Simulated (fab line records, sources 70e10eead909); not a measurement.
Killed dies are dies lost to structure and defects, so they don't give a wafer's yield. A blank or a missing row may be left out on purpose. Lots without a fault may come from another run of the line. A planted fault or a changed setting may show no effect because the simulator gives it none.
Chamber matching | flow nand_harc | NHARC_P_BONDPAD_DEP_00 on pecvd-03: 3 sister chambers
The step deposits SiCN, target thk 250 nm. 3 wafers are shown with their chamber, then 9 later ones without.

WAFERS WITH THEIR CHAMBER
wafer  | chamber | heater_power_w (W)
L088.2 | 0       | 586
L090.5 | 1       | 569
L090.6 | 2       | 782

WAFERS WITHOUT THEIR CHAMBER
wafer  | heater_power_w (W)
L091.1 | 513
L091.3 | 737
L091.5 | 736
L093.2 | 560
L093.3 | 700
L093.5 | 746
L095.1 | 762
L095.4 | 540
L095.5 | 613

WHICH CHAMBER EACH WENT THROUGH
wafer  | from the rows above          | in truth
L091.1 | can't be placed: 1 or 0      | 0
L091.3 | 2                            | 2
L091.5 | 2                            | 2
L093.2 | can't be placed: 1 or 0      | 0
L093.3 | can't be placed: 2 or 0 or 1 | 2
L093.5 | 2                            | 2
L095.1 | 2                            | 2
L095.4 | can't be placed: 1 or 0      | 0
L095.5 | can't be placed: 0 or 1      | 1
Placed correctly: 4 of 9. Can't be placed from these rows: 5 (the true chamber is among the candidates in 5). Placed wrongly: 0.
How it was worked out, from the rows above alone: a wafer's distance from a chamber is the root of the sum, over the readings, of the square of ((its reading less the chamber's mean) divided by the reading's scatter). The wafer belongs to the nearest chamber; if the next one is less than 2 further off, it can't be placed. A chamber's mean is the mean of its shown wafers. The scatter: with one shown wafer a chamber, the root of the mean of the squares of how far each hidden wafer lies from its nearest shown one.
